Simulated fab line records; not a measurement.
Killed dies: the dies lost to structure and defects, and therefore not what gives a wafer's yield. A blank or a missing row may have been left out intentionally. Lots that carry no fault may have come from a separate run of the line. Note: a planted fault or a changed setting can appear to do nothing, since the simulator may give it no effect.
Which tool did it?    flow nand_harc    21 wafers from 7 lots sampled at 5 of the route's 1302 steps

== WHAT EACH GAUGE READ, for each wafer ==
NHARC_A_ONON_D1_THK_MEAS_11: measures by ellipsometry.
lot   measured      on             thk_nm (nm)
L945  day 8 01:19   film_metro-01  1002 1002 1002
L947  day 8 20:48   film_metro-01  992 992 992
L952  day 11 00:44  film_metro-02  1009 1010 1009
L954  day 11 17:46  film_metro-02  999 997 999
L957  day 13 20:05  film_metro-01  1002 999 1001
L964  day 16 17:54  film_metro-01  1114 1007 1009
L967  day 17 19:51  film_metro-02  1015 1014 1013

== TOOL THAT RAN EACH LOT (tool first, then ch and the chambers of the sampled wafers, then the start) ==
lot   NHARC_P_BONDPAD_STRIP_15            NHARC_P_BONDPAD_DEGAS_25      NHARC_P_BONDPAD_ANNEAL_28         NHARC_A_ONON_D1_DEP_09
L945  rie_diel-08 ch 1,2, day 6 22:23     pvd_sputter-01, day 6 22:56   rtp_anneal-02 ch 0, day 6 23:44   pecvd_onon-04 ch 0, day 8 00:52
L947  rie_diel-13 ch 0,1,3, day 7 17:05   pvd_sputter-02, day 7 17:37   rtp_anneal-01 ch 0, day 7 18:23   pecvd_onon-04 ch 0, day 8 20:21
L952  rie_diel-13 ch 0,1,3, day 9 21:22   pvd_sputter-01, day 9 21:55   rtp_anneal-02 ch 0, day 9 22:38   pecvd_onon-03 ch 0, day 11 00:13
L954  rie_diel-08 ch 1,2,3, day 10 15:11  pvd_sputter-02, day 10 15:42  rtp_anneal-02 ch 0, day 10 16:31  pecvd_onon-04 ch 0, day 11 17:22
L957  rie_diel-08 ch 0,2,3, day 12 16:45  pvd_sputter-02, day 12 17:15  rtp_anneal-02 ch 0, day 12 18:02  pecvd_onon-01 ch 0, day 13 19:38
L964  rie_diel-08 ch 0,1, day 15 14:19    pvd_sputter-01, day 15 14:54  rtp_anneal-01 ch 0, day 15 15:38  pecvd_onon-03 ch 0, day 16 17:23
L967  rie_diel-13 ch 2,3, day 16 16:10    pvd_sputter-01, day 16 16:45  rtp_anneal-02 ch 0, day 16 18:02  pecvd_onon-04 ch 0, day 17 19:20
- NHARC_P_BONDPAD_STRIP_15: strips in O2.
- NHARC_P_BONDPAD_DEGAS_25: time 60 s.
- NHARC_P_BONDPAD_ANNEAL_28: time 90 s.
- NHARC_A_ONON_D1_DEP_09: target thk 1000 nm.

== THE ANSWER, worked out from the rows above alone ==
Rule: the usual values come from the lots themselves. Put in order of their means at a reading, lots are off if they are a third of the lots or fewer, leave a main group of 4 or more, and stand apart from it by a gap of 3 or more times the standard deviation of the main group's means; of several such gaps the widest counts. A main group whose means are all the same, to the digits that the tables above print for the reading, isn't used. Also off: a lot with no number at a reading for which 4 or more lots have one. Any other lot the step has rows for is counted as sound.
Off: L964, at NHARC_A_ONON_D1_THK_MEAS_11 (thk_nm). Mean 1003 nm and standard deviation 7.2 in the main group.
If a tool, at a process step before that reading, ran all the lots that are off and no sound lot after the first of them, it fits. The gauges at NHARC_A_ONON_D1_THK_MEAS_11 are tried like those tools. Can't be told from this: 4 tools fit, rie_diel-08 at NHARC_P_BONDPAD_STRIP_15, rtp_anneal-01 at NHARC_P_BONDPAD_ANNEAL_28, pecvd_onon-03 at NHARC_A_ONON_D1_DEP_09, film_metro-01 at NHARC_A_ONON_D1_THK_MEAS_11.

== WHAT THE SIMULATOR HAD INSERTED ==
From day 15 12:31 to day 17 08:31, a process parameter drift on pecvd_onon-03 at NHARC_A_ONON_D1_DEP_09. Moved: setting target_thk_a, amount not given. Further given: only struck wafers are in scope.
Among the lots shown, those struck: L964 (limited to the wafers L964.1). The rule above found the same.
